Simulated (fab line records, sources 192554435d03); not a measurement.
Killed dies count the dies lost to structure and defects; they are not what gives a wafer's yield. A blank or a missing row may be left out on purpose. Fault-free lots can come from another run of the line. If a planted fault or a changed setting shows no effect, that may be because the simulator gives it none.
Which of the tools did it?	flow n5_finfet	11 lots, 33 wafers sampled, at 4 steps of a route of 1938

== WHAT THE GAUGES READ, wafer by wafer ==
N5_BEOL_M10_INSPECT_58: inspects for defects (darkfield).
lot	measured	on	raw_defect_count
L173	day 10 08:56	defect_inspect-02	93 39 63
L174	day 10 16:28	defect_inspect-01	67 62 68
L176	day 11 01:15	defect_inspect-01	43 37 33
L175	day 11 01:55	defect_inspect-02	113 37 87
L178	day 11 10:34	defect_inspect-01	48 66 60
L179	day 11 19:09	defect_inspect-01	71 65 62
L182	day 12 03:37	defect_inspect-02	43 56 41
L181	day 12 03:54	defect_inspect-02	40 51 67
L185	day 13 08:23	defect_inspect-01	59 74 61
L190	day 14 22:14	defect_inspect-01	74 60 82
L191	day 15 02:22	defect_inspect-01	62 90 66

== EACH LOT AND THE TOOL THAT RAN IT (in order: tool; ch and the chambers of the sampled wafers; start) ==
lot	N5_BEOL_M10_VIA_ETCH_34	N5_BEOL_M10_STRIP_36	N5_BEOL_M10_CVD_75
L173	rie_diel-01 ch 0,2, day 10 02:57	rie_diel-01 ch 0,2, day 10 03:01	cvd_co-02 ch 0,1,2, day 10 04:34
L174	rie_diel-01 ch 0,2, day 10 12:01	rie_diel-01 ch 0,2, day 10 12:04	cvd_co-01 ch 0,1, day 10 14:44
L176	rie_diel-06 ch 0,1,2, day 10 20:43	rie_diel-06 ch 0,1,2, day 10 20:46	cvd_co-01 ch 0,1, day 10 23:55
L175	rie_diel-01 ch 0,1,2, day 10 22:54	rie_diel-01 ch 0,1,2, day 10 22:58	cvd_co-02 ch 0,1, day 11 00:31
L178	rie_diel-01 ch 1,3, day 11 07:01	rie_diel-01 ch 1,3, day 11 07:05	cvd_co-01 ch 0,1,2, day 11 08:53
L179	rie_diel-01 ch 1,3, day 11 14:14	rie_diel-01 ch 1,3, day 11 14:17	cvd_co-01 ch 0,2, day 11 15:43
L182	rie_diel-06 ch 0,1,3, day 11 23:48	rie_diel-06 ch 0,1,3, day 11 23:52	cvd_co-01 ch 0,1,2, day 12 02:16
L181	rie_diel-01 ch 0,2, day 12 00:22	rie_diel-01 ch 0,2, day 12 00:26	cvd_co-02 ch 1,2, day 12 02:33
L185	rie_diel-05 ch 0,1,3, day 13 04:02	rie_diel-05 ch 0,1,3, day 13 04:05	cvd_co-01 ch 0,1,2, day 13 06:19
L190	rie_diel-06 ch 0,1, day 14 18:34	rie_diel-06 ch 0,1, day 14 18:38	cvd_co-01 ch 0,1, day 14 20:17
L191	rie_diel-06 ch 2,3, day 14 22:53	rie_diel-06 ch 2,3, day 14 22:57	cvd_co-01 ch 0,2, day 15 00:34
- N5_BEOL_M10_VIA_ETCH_34: etches SiCOH lowk in C4F6/O2, target depth 184.5 nm, time 69.2 s.
- N5_BEOL_M10_STRIP_36: strips in N2/H2.
- N5_BEOL_M10_CVD_75: deposits Co from CCTBA/H2, target thk 2 nm, time 138.9 s.

== WHAT THE TOOLS THEMSELVES READ (means of the sampled wafers that have a number; where no wafer has one, the mark that the record gives instead) ==
N5_BEOL_M10_VIA_ETCH_34.
lot	tool	drypump_motor_current_A (A)	oes_product_au (a.u.)	rf_vpp_V (V)	showerhead_plenum_p_Torr (Torr)	throttle_valve_pct (%)
L173	rie_diel-01	5.6	0.74	659	2.76	20.91
L174	rie_diel-01	5.6	0.73	658	2.76	20.90
L176	rie_diel-06	5.6	0.79	662	2.94	21.08
L175	rie_diel-01	5.7	0.71	661	2.78	21.06
L178	rie_diel-01	5.5	0.71	664	2.79	20.92
L179	rie_diel-01	5.5	0.74	665	2.77	20.75
L182	rie_diel-06	5.6	0.86	663	2.97	21.05
L181	rie_diel-01	5.9	0.91	659	2.78	20.90
L185	rie_diel-05	5.5	0.83	666	2.88	20.72
L190	rie_diel-06	5.3	0.80	663	2.98	21.11
L191	rie_diel-06	5.7	0.89	664	2.87	20.96

N5_BEOL_M10_STRIP_36.
lot	tool	drypump_motor_current_A (A)	h2_flow_sccm (sccm)	oes_product_au (a.u.)	rf_vpp_V (V)	showerhead_plenum_p_Torr (Torr)	throttle_valve_pct (%)
L173	rie_diel-01	5.6	199.5	0.74	58.9	2.46	23.82
L174	rie_diel-01	5.6	200.5	0.74	58.3	2.46	23.85
L176	rie_diel-06	5.6	200.4	0.78	58.2	2.62	23.75
L175	rie_diel-01	5.7	200.1	0.70	59.5	2.48	23.84
L178	rie_diel-01	5.5	199.4	0.71	59.3	2.48	23.66
L179	rie_diel-01	5.5	199.7	0.75	59.8	2.46	23.55
L182	rie_diel-06	5.6	199.7	0.85	59.0	2.65	23.70
L181	rie_diel-01	5.9	199.5	0.92	59.4	2.48	23.74
L185	rie_diel-05	5.5	200.5	0.83	59.3	2.57	23.37
L190	rie_diel-06	5.3	199.6	0.79	58.9	2.66	23.71
L191	rie_diel-06	5.7	200.0	0.88	58.6	2.55	23.59

N5_BEOL_M10_CVD_75.
lot	tool	run_length_s (s)
L173	cvd_co-02	162.1
L174	cvd_co-01	162.5
L176	cvd_co-01	162.6
L175	cvd_co-02	161.8
L178	cvd_co-01	161.9
L179	cvd_co-01	161.9
L182	cvd_co-01	162.0
L181	cvd_co-02	162.0
L185	cvd_co-01	162.3
L190	cvd_co-01	137.7
L191	cvd_co-01	137.6

== THE ANSWER, worked out from the rows above alone ==
Rule: what is usual is taken from the lots themselves. The widest of any qualifying gaps counts: lots, ordered by their means at a reading, are off when they make up no more than a third of the lots, leave a main group of 4 or more, and stand apart from it by 3 or more times the standard deviation of that group's means. A main group whose means are all the same, to the digits that the tables above print for the reading, isn't used. A lot without any number at a reading at which 4 lots or more have one is off too. Any other lot the step has rows for is counted as sound. The gauges are gone through in route order, then the tools' own readings, and for those a lot's mean is taken as printed above. At the first step where some lot is off, the reading lying furthest off is the one used; lots without a number count as furthest.
Off: L190, L191, at N5_BEOL_M10_CVD_75 (run_length_s). For the main group the mean is 162.1 s and the standard deviation 0.27.
A tool fits if, at that step or a process step before it, it ran every lot that is off, and no sound lot after the first of them. Undecided on this evidence; 2 tools fit (rie_diel-06 at N5_BEOL_M10_VIA_ETCH_34 and N5_BEOL_M10_STRIP_36, cvd_co-01 at N5_BEOL_M10_CVD_75).

== WHAT HAD BEEN PUT IN BY THE SIMULATOR ==
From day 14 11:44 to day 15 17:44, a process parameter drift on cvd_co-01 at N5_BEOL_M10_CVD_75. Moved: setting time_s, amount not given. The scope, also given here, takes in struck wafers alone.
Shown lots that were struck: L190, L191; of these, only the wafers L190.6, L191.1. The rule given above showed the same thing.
